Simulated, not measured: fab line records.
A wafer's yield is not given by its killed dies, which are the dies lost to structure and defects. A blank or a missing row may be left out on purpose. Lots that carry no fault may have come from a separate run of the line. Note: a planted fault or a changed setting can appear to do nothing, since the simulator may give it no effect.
Which of the tools did it? / flow n5-finfet / 8 lots, 22 wafers sampled, at 9 steps of a route of 1938

## WHAT THE GAUGES SHOWED, per wafer
N5_BEOL_M4_RC_MEAS_101. Usual: DIBL_N 36.8 mV/V, standard deviation 2.2; DIBL_P 37.0 mV/V, standard deviation 2.8; IOFF_N 0.18 nA/um, standard deviation 0.043; IOFF_P 0.23 nA/um, standard deviation 0.05; ION_N 680 uA/um, standard deviation 14; ION_P 466 uA/um, standard deviation 9.1; SS_N 71.7 mV/dec, standard deviation 0.74; SS_P 73.5 mV/dec, standard deviation 0.79; VT_N 248 mV, standard deviation 4; VT_P -249 mV, standard deviation 4.1.
lot=L406; measured=day 8 01:04; on=prober-01; DIBL_N (mV/V)=39.6 35.4 37.8; DIBL_P (mV/V)=41.3 36.2 39.6; IOFF_N (nA/um)=0.29 0.17 0.23; IOFF_P (nA/um)=0.36 0.22 0.32; ION_N (uA/um)=715 691 696; ION_P (uA/um)=484 470 480; SS_N (mV/dec)=72.7 71.5 72.1; SS_P (mV/dec)=74.8 73.3 74.0; VT_N (mV)=238 247 243; VT_P (mV)=-241 -246 -242; flag=
lot=L413; measured=day 10 14:59; on=prober-01; DIBL_N (mV/V)=36.7 36.1 35.3; DIBL_P (mV/V)=37.0 36.3 35.5; IOFF_N (nA/um)=0.18 0.17 0.14; IOFF_P (nA/um)=0.25 0.24 0.24; ION_N (uA/um)=681 673 662; ION_P (uA/um)=472 471 462; SS_N (mV/dec)=71.6 72.1 71.9; SS_P (mV/dec)=73.8 73.8 73.0; VT_N (mV)=246 249 253; VT_P (mV)=-245 -248 -246; flag=
lot=L416; measured=day 10 22:02; on=prober-01; DIBL_N (mV/V)=36.0 34.0 36.7; DIBL_P (mV/V)=34.8 31.5 34.3; IOFF_N (nA/um)=0.18 0.13 0.18; IOFF_P (nA/um)=0.22 0.17 0.21; ION_N (uA/um)=691 668 687; ION_P (uA/um)=467 462 474; SS_N (mV/dec)=71.4 70.7 71.0; SS_P (mV/dec)=72.5 71.9 72.6; VT_N (mV)=247 255 249; VT_P (mV)=-250 -251 -248; flag=
lot=L419; measured=day 11 13:43; on=prober-01; DIBL_N (mV/V)=34.1 35.7 35.5; DIBL_P (mV/V)=33.3 34.9 34.5; IOFF_N (nA/um)=0.12 0.14 0.14; IOFF_P (nA/um)=0.20 0.23 0.22; ION_N (uA/um)=659 666 657; ION_P (uA/um)=459 467 460; SS_N (mV/dec)=71.4 71.9 71.1; SS_P (mV/dec)=73.2 73.1 72.6; VT_N (mV)=254 251 252; VT_P (mV)=-249 -247 -249; flag=
lot=L418; measured=day 11 14:21; on=prober-02; DIBL_N (mV/V)=34.7 35.5; DIBL_P (mV/V)=32.9 35.6; IOFF_N (nA/um)=0.14 0.15; IOFF_P (nA/um)=0.15 0.20; ION_N (uA/um)=672 670; ION_P (uA/um)=454 461; SS_N (mV/dec)=71.4 71.3; SS_P (mV/dec)=72.9 72.9; VT_N (mV)=250 250; VT_P (mV)=-255 -252; flag=
lot=L425; measured=day 13 03:29; on=prober-01; DIBL_N (mV/V)=37.4 39.8 38.5; DIBL_P (mV/V)=36.0 41.2 37.6; IOFF_N (nA/um)=0.18 0.25 0.21; IOFF_P (nA/um)=0.20 0.31 0.23; ION_N (uA/um)=687 707 683; ION_P (uA/um)=459 480 460; SS_N (mV/dec)=71.9 73.3 72.8; SS_P (mV/dec)=73.4 74.3 73.8; VT_N (mV)=249 244 247; VT_P (mV)=-252 -249 -250; flag=
lot=L426; measured=day 13 10:34; on=prober-01; DIBL_N (mV/V)=33.4 37.3 35.5; DIBL_P (mV/V)=34.3 39.2 37.2; IOFF_N (nA/um)=0.12 0.20 0.15; IOFF_P (nA/um)=0.17 0.25 0.22; ION_N (uA/um)=671 687 670; ION_P (uA/um)=460 468 466; SS_N (mV/dec)=70.6 71.6 71.4; SS_P (mV/dec)=73.1 73.7 73.1; VT_N (mV)=256 246 251; VT_P (mV)=-255 -250 -250; flag=
lot=L427; measured=day 13 11:31; on=prober-02; DIBL_N (mV/V)=36.7 37.7; DIBL_P (mV/V)=37.9 40.2; IOFF_N (nA/um)=0.20 0.22; IOFF_P (nA/um)=0.26 0.31; ION_N (uA/um)=686 701; ION_P (uA/um)=474 487; SS_N (mV/dec)=72.2 72.3; SS_P (mV/dec)=73.6 74.8; VT_N (mV)=243 242; VT_P (mV)=-244 -241; flag=

N5_BEOL_M11_CD_MEAS_18: pitch 140 nm, target cd 70 nm. Usual: cd-nm reads 69.9 nm (standard deviation 0.82).
lot=L406; measured=day 10 11:49; on=cd-sem-03; cd-nm (nm)=70.9 70.2 70.4; flag=
lot=L413; measured=day 13 00:14; on=cd-sem-02; cd-nm (nm)=69.8 69.0 69.9; flag=
lot=L416; measured=day 13 06:55; on=cd-sem-02; cd-nm (nm)=70.2 69.9 68.8; flag=
lot=L419; measured=day 13 18:57; on=cd-sem-02; cd-nm (nm)=71.7 - 71.2; flag=
lot=L418; measured=day 13 21:52; on=cd-sem-02; cd-nm (nm)=70.5 -; flag=
lot=L425; measured=day 15 14:40; on=cd-sem-02; cd-nm (nm)=70.4 70.3 70.9; flag=
lot=L426; measured=day 15 21:55; on=cd-sem-02; cd-nm (nm)=68.1 70.0 70.9; flag=
lot=L427; measured=day 15 22:24; on=cd-sem-03; cd-nm (nm)=70.8 70.2; flag=

N5_BEOL_M11_CD_MEAS_28 targets a cd of 70 nm. Usual: cd-nm reads 68.9 nm (standard deviation 1.2).
lot=L406; measured=day 10 13:36; on=cd-sem-02; cd-nm (nm)=68.0 68.5 68.9; flag=
lot=L413; measured=day 13 00:39; on=cd-sem-01; cd-nm (nm)=68.1 68.7 68.6; flag=
lot=L416; measured=day 13 09:23; on=cd-sem-02; cd-nm (nm)=69.4 70.3 67.6; flag=
lot=L419; measured=day 13 19:31; on=cd-sem-02; cd-nm (nm)=70.4 70.7 70.6; flag=
lot=L418; measured=day 13 22:13; on=cd-sem-01; cd-nm (nm)=68.6 69.3; flag=
lot=L425; measured=day 15 15:41; on=cd-sem-01; cd-nm (nm)=67.8 68.7 68.2; flag=
lot=L426; measured=day 15 22:23; on=cd-sem-01; cd-nm (nm)=66.5 68.5 67.5; flag=
lot=L427; measured=day 15 22:53; on=cd-sem-01; cd-nm (nm)=69.9 69.2; flag=

N5_BEOL_M11_OCD_MEAS_38. Usual: trench-depth-nm reads 148 nm (standard deviation 4.2).
lot=L406; measured=day 10 14:11; on=ocd-01; trench-depth-nm (nm)=142 153 154; flag=
lot=L413; measured=day 13 01:14; on=ocd-01; trench-depth-nm (nm)=146 144 143; flag=
lot=L416; measured=day 13 10:35; on=ocd-02; trench-depth-nm (nm)=140 155 148; flag=
lot=L419; measured=day 13 20:08; on=ocd-01; trench-depth-nm (nm)=143 2 147; flag=OFF
lot=L418; measured=day 13 22:48; on=ocd-02; trench-depth-nm (nm)=145 1; flag=OFF
lot=L425; measured=day 15 16:22; on=ocd-02; trench-depth-nm (nm)=146 143 143; flag=
lot=L426; measured=day 15 22:58; on=ocd-02; trench-depth-nm (nm)=150 148 151; flag=
lot=L427; measured=day 15 23:28; on=ocd-02; trench-depth-nm (nm)=149 147; flag=

N5_BEOL_M11_CD_MEAS_35 targets a cd of 70 nm. Usual: cd-nm reads 69.9 nm (standard deviation 0.85).
lot=L406; measured=day 10 14:22; on=cd-sem-03; cd-nm (nm)=70.9 70.0 70.3; flag=
lot=L413; measured=day 13 01:23; on=cd-sem-03; cd-nm (nm)=70.5 69.1 69.9; flag=
lot=L416; measured=day 13 10:44; on=cd-sem-01; cd-nm (nm)=69.8 70.3 68.6; flag=
lot=L419; measured=day 13 20:17; on=cd-sem-02; cd-nm (nm)=71.6 - 71.6; flag=
lot=L418; measured=day 13 22:57; on=cd-sem-02; cd-nm (nm)=70.1 -; flag=
lot=L425; measured=day 15 16:31; on=cd-sem-02; cd-nm (nm)=70.7 69.8 70.6; flag=
lot=L426; measured=day 15 23:07; on=cd-sem-03; cd-nm (nm)=68.4 69.9 70.8; flag=
lot=L427; measured=day 15 23:38; on=cd-sem-01; cd-nm (nm)=70.8 70.5; flag=

## WHAT TOOL EACH LOT RAN ON (gives the tool, then ch and the chambers of the sampled wafers, and finally the start)
lot=L406; N5_BEOL_M11_CURE_71=uv-cure-01 ch 1, day 10 09:22; N5_BEOL_M11_DESCUM_16=rie-diel-01 ch 0,1, day 10 11:22; N5_BEOL_M11_ETCH_62=rie-diel-01 ch 0,1, day 10 11:27; N5_BEOL_M11_HM_OPEN_17=rie-metal-02 ch 0,1, day 10 11:38
lot=L413; N5_BEOL_M11_CURE_71=uv-cure-01 ch 1, day 12 22:02; N5_BEOL_M11_DESCUM_16=rie-diel-02 ch 1,2,3, day 12 23:37; N5_BEOL_M11_ETCH_62=rie-diel-02 ch 1,2,3, day 12 23:42; N5_BEOL_M11_HM_OPEN_17=rie-metal-03 ch 0, day 12 23:55
lot=L416; N5_BEOL_M11_CURE_71=uv-cure-01 ch 1, day 13 02:27; N5_BEOL_M11_DESCUM_16=rie-diel-02 ch 1,2,3, day 13 06:13; N5_BEOL_M11_ETCH_62=rie-diel-02 ch 1,2,3, day 13 06:18; N5_BEOL_M11_HM_OPEN_17=rie-metal-03 ch 0, day 13 06:29
lot=L419; N5_BEOL_M11_CURE_71=uv-cure-02 ch 0, day 13 16:20; N5_BEOL_M11_DESCUM_16=rie-diel-02 ch 0,1,3, day 13 18:29; N5_BEOL_M11_ETCH_62=rie-diel-02 ch 0,1,3, day 13 18:34; N5_BEOL_M11_HM_OPEN_17=rie-metal-02 ch 0,1, day 13 18:47
lot=L418; N5_BEOL_M11_CURE_71=uv-cure-03 ch 1, day 13 20:04; N5_BEOL_M11_DESCUM_16=rie-diel-02 ch 0,3, day 13 21:25; N5_BEOL_M11_ETCH_62=rie-diel-02 ch 0,3, day 13 21:29; N5_BEOL_M11_HM_OPEN_17=rie-metal-02 ch 0, day 13 21:43
lot=L425; N5_BEOL_M11_CURE_71=uv-cure-03 ch 2, day 15 11:55; N5_BEOL_M11_DESCUM_16=rie-diel-01 ch 1,2,3, day 15 14:07; N5_BEOL_M11_ETCH_62=rie-diel-01 ch 1,2,3, day 15 14:12; N5_BEOL_M11_HM_OPEN_17=rie-metal-03 ch 0,1, day 15 14:23
lot=L426; N5_BEOL_M11_CURE_71=uv-cure-03 ch 2, day 15 17:10; N5_BEOL_M11_DESCUM_16=rie-diel-01 ch 0,1,3, day 15 21:28; N5_BEOL_M11_ETCH_62=rie-diel-01 ch 0,1,3, day 15 21:32; N5_BEOL_M11_HM_OPEN_17=rie-metal-02 ch 0,1, day 15 21:44
lot=L427; N5_BEOL_M11_CURE_71=uv-cure-01 ch 2, day 15 18:08; N5_BEOL_M11_DESCUM_16=rie-diel-01 ch 1,2, day 15 21:57; N5_BEOL_M11_ETCH_62=rie-diel-01 ch 1,2, day 15 22:05; N5_BEOL_M11_HM_OPEN_17=rie-metal-02 ch 0,1, day 15 22:16
- N5_BEOL_M11_CURE_71: cures SiCOH lowk, time 240 s.
- N5_BEOL_M11_DESCUM_16: chemistry O2, time 7.9 s.
- N5_BEOL_M11_ETCH_62: etches SOC in N2/H2, target depth 110 nm, overetch 22 nm, time 165 s.
- N5_BEOL_M11_HM_OPEN_17: chemistry Cl2/BCl3, target TiN, target depth 20 nm, overetch 6 nm.

## WHAT THE TOOLS THEMSELVES READ (means of the sampled wafers that have a number; where no wafer has one, the mark that the record gives instead)
N5_BEOL_M11_CURE_71. Usual: lamp-power-pct 52.31 %, standard deviation 0.053; wafer_temp_C_max 387.2, standard deviation 0.59.
lot=L406; tool=uv-cure-01; lamp-power-pct (%)=52.36; wafer_temp_C_max=387.3; flag=
lot=L413; tool=uv-cure-01; lamp-power-pct (%)=52.27; wafer_temp_C_max=387.0; flag=
lot=L416; tool=uv-cure-01; lamp-power-pct (%)=52.32; wafer_temp_C_max=387.1; flag=
lot=L419; tool=uv-cure-02; lamp-power-pct (%)=52.30; wafer_temp_C_max=387.0; flag=
lot=L418; tool=uv-cure-03; lamp-power-pct (%)=52.24; wafer_temp_C_max=387.5; flag=
lot=L425; tool=uv-cure-03; lamp-power-pct (%)=52.29; wafer_temp_C_max=387.5; flag=
lot=L426; tool=uv-cure-03; lamp-power-pct (%)=52.30; wafer_temp_C_max=387.6; flag=
lot=L427; tool=uv-cure-01; lamp-power-pct (%)=52.27; wafer_temp_C_max=387.8; flag=

N5_BEOL_M11_DESCUM_16. Usual: drypump-motor-current-A 5.8 A, standard deviation 0.41; oes-product-au 0.79 a.u., standard deviation 0.093; rf-vpp-V 243.3 V, standard deviation 1.1; showerhead-plenum-p-Torr 2.11 Torr, standard deviation 0.061; throttle-valve-pct 20.5 %, standard deviation 0.31.
lot=L406; tool=rie-diel-01; drypump-motor-current-A (A)=5.3; oes-product-au (a.u.)=0.79; rf-vpp-V (V)=243.5; showerhead-plenum-p-Torr (Torr)=2.16; throttle-valve-pct (%)=20.5; flag=
lot=L413; tool=rie-diel-02; drypump-motor-current-A (A)=5.8; oes-product-au (a.u.)=0.69; rf-vpp-V (V)=242.9; showerhead-plenum-p-Torr (Torr)=2.08; throttle-valve-pct (%)=20.9; flag=
lot=L416; tool=rie-diel-02; drypump-motor-current-A (A)=5.8; oes-product-au (a.u.)=0.69; rf-vpp-V (V)=242.7; showerhead-plenum-p-Torr (Torr)=2.08; throttle-valve-pct (%)=20.9; flag=
lot=L419; tool=rie-diel-02; drypump-motor-current-A (A)=5.8; oes-product-au (a.u.)=0.75; rf-vpp-V (V)=242.7; showerhead-plenum-p-Torr (Torr)=2.08; throttle-valve-pct (%)=20.8; flag=
lot=L418; tool=rie-diel-02; drypump-motor-current-A (A)=5.9; oes-product-au (a.u.)=0.78; rf-vpp-V (V)=243.1; showerhead-plenum-p-Torr (Torr)=2.12; throttle-valve-pct (%)=20.7; flag=
lot=L425; tool=rie-diel-01; drypump-motor-current-A (A)=5.8; oes-product-au (a.u.)=0.87; rf-vpp-V (V)=242.2; showerhead-plenum-p-Torr (Torr)=2.06; throttle-valve-pct (%)=20.3; flag=
lot=L426; tool=rie-diel-01; drypump-motor-current-A (A)=5.7; oes-product-au (a.u.)=0.82; rf-vpp-V (V)=242.6; showerhead-plenum-p-Torr (Torr)=2.09; throttle-valve-pct (%)=20.2; flag=
lot=L427; tool=rie-diel-01; drypump-motor-current-A (A)=5.6; oes-product-au (a.u.)=0.82; rf-vpp-V (V)=243.0; showerhead-plenum-p-Torr (Torr)=2.08; throttle-valve-pct (%)=20.4; flag=

N5_BEOL_M11_ETCH_62. Usual: drypump-motor-current-A 5.8 A, standard deviation 0.41; oes-product-au 0.67 a.u., standard deviation 0.078; rf-vpp-V 524.1 V, standard deviation 2.2; showerhead-plenum-p-Torr 2.55 Torr, standard deviation 0.075; throttle-valve-pct 17.9 %, standard deviation 0.35.
lot=L406; tool=rie-diel-01; drypump-motor-current-A (A)=5.3; oes-product-au (a.u.)=0.68; rf-vpp-V (V)=525.2; showerhead-plenum-p-Torr (Torr)=2.59; throttle-valve-pct (%)=17.7; flag=
lot=L413; tool=rie-diel-02; drypump-motor-current-A (A)=5.8; oes-product-au (a.u.)=0.59; rf-vpp-V (V)=522.4; showerhead-plenum-p-Torr (Torr)=2.51; throttle-valve-pct (%)=18.3; flag=
lot=L416; tool=rie-diel-02; drypump-motor-current-A (A)=5.8; oes-product-au (a.u.)=0.59; rf-vpp-V (V)=523.5; showerhead-plenum-p-Torr (Torr)=2.51; throttle-valve-pct (%)=18.3; flag=
lot=L419; tool=rie-diel-02; drypump-motor-current-A (A)=5.8; oes-product-au (a.u.)=0.68; rf-vpp-V (V)=523.2; showerhead-plenum-p-Torr (Torr)=2.50; throttle-valve-pct (%)=18.1; flag=
lot=L418; tool=rie-diel-02; drypump-motor-current-A (A)=5.8; oes-product-au (a.u.)=0.71; rf-vpp-V (V)=525.2; showerhead-plenum-p-Torr (Torr)=2.55; throttle-valve-pct (%)=18.1; flag=
lot=L425; tool=rie-diel-01; drypump-motor-current-A (A)=5.8; oes-product-au (a.u.)=0.73; rf-vpp-V (V)=522.7; showerhead-plenum-p-Torr (Torr)=2.51; throttle-valve-pct (%)=17.8; flag=
lot=L426; tool=rie-diel-01; drypump-motor-current-A (A)=5.7; oes-product-au (a.u.)=0.70; rf-vpp-V (V)=523.7; showerhead-plenum-p-Torr (Torr)=2.52; throttle-valve-pct (%)=17.6; flag=
lot=L427; tool=rie-diel-01; drypump-motor-current-A (A)=5.6; oes-product-au (a.u.)=0.70; rf-vpp-V (V)=522.7; showerhead-plenum-p-Torr (Torr)=2.52; throttle-valve-pct (%)=18.0; flag=

N5_BEOL_M11_HM_OPEN_17. Usual: drypump-motor-current-A 5.7 A, standard deviation 0.41; oes-product-au 0.70 a.u., standard deviation 0.068; throttle-valve-pct 21.97 %, standard deviation 0.14.
lot=L406; tool=rie-metal-02; drypump-motor-current-A (A)=6.3; oes-product-au (a.u.)=0.70; throttle-valve-pct (%)=21.86; flag=
lot=L413; tool=rie-metal-03; drypump-motor-current-A (A)=5.3; oes-product-au (a.u.)=0.71; throttle-valve-pct (%)=21.89; flag=
lot=L416; tool=rie-metal-03; drypump-motor-current-A (A)=5.4; oes-product-au (a.u.)=0.71; throttle-valve-pct (%)=21.87; flag=
lot=L419; tool=rie-metal-02; drypump-motor-current-A (A)=6.3; oes-product-au (a.u.)=0.62; throttle-valve-pct (%)=21.97; flag=
lot=L418; tool=rie-metal-02; drypump-motor-current-A (A)=6.6; oes-product-au (a.u.)=0.59; throttle-valve-pct (%)=21.97; flag=
lot=L425; tool=rie-metal-03; drypump-motor-current-A (A)=5.6; oes-product-au (a.u.)=0.77; throttle-valve-pct (%)=22.05; flag=
lot=L426; tool=rie-metal-02; drypump-motor-current-A (A)=6.1; oes-product-au (a.u.)=0.67; throttle-valve-pct (%)=21.97; flag=
lot=L427; tool=rie-metal-02; drypump-motor-current-A (A)=6.2; oes-product-au (a.u.)=0.66; throttle-valve-pct (%)=21.95; flag=

## THE ANSWER, worked out from the rows above alone
Rule: a lot counts as off when the mean over its wafers that have a number is more than 3 standard deviations away from the usual mean. Also off: a lot with no number at a reading for which 4 or more lots have one. Any other lot the step has rows for is counted as sound. The gauges are gone through in route order, then the tools' own readings, and for those a lot's mean is taken as printed above. At the first step where some lot is off, the reading lying furthest off is the one used; lots without a number count as furthest.
Off: L419, L418, at N5_BEOL_M11_OCD_MEAS_38 (trench-depth-nm).
A tool fits if, at a process step before that reading, it ran every lot that is off, and no sound lot after the first of them. The gauges at N5_BEOL_M11_OCD_MEAS_38 are tried like those tools. One fits: rie-diel-02 at N5_BEOL_M11_DESCUM_16 and N5_BEOL_M11_ETCH_62. At N5_BEOL_M11_DESCUM_16 its last sound lot is L416 (day 13 06:13), its first lot that is off L419 (day 13 18:29): a fault that began between those two fits.

## WHAT THE SIMULATOR HAD INSERTED
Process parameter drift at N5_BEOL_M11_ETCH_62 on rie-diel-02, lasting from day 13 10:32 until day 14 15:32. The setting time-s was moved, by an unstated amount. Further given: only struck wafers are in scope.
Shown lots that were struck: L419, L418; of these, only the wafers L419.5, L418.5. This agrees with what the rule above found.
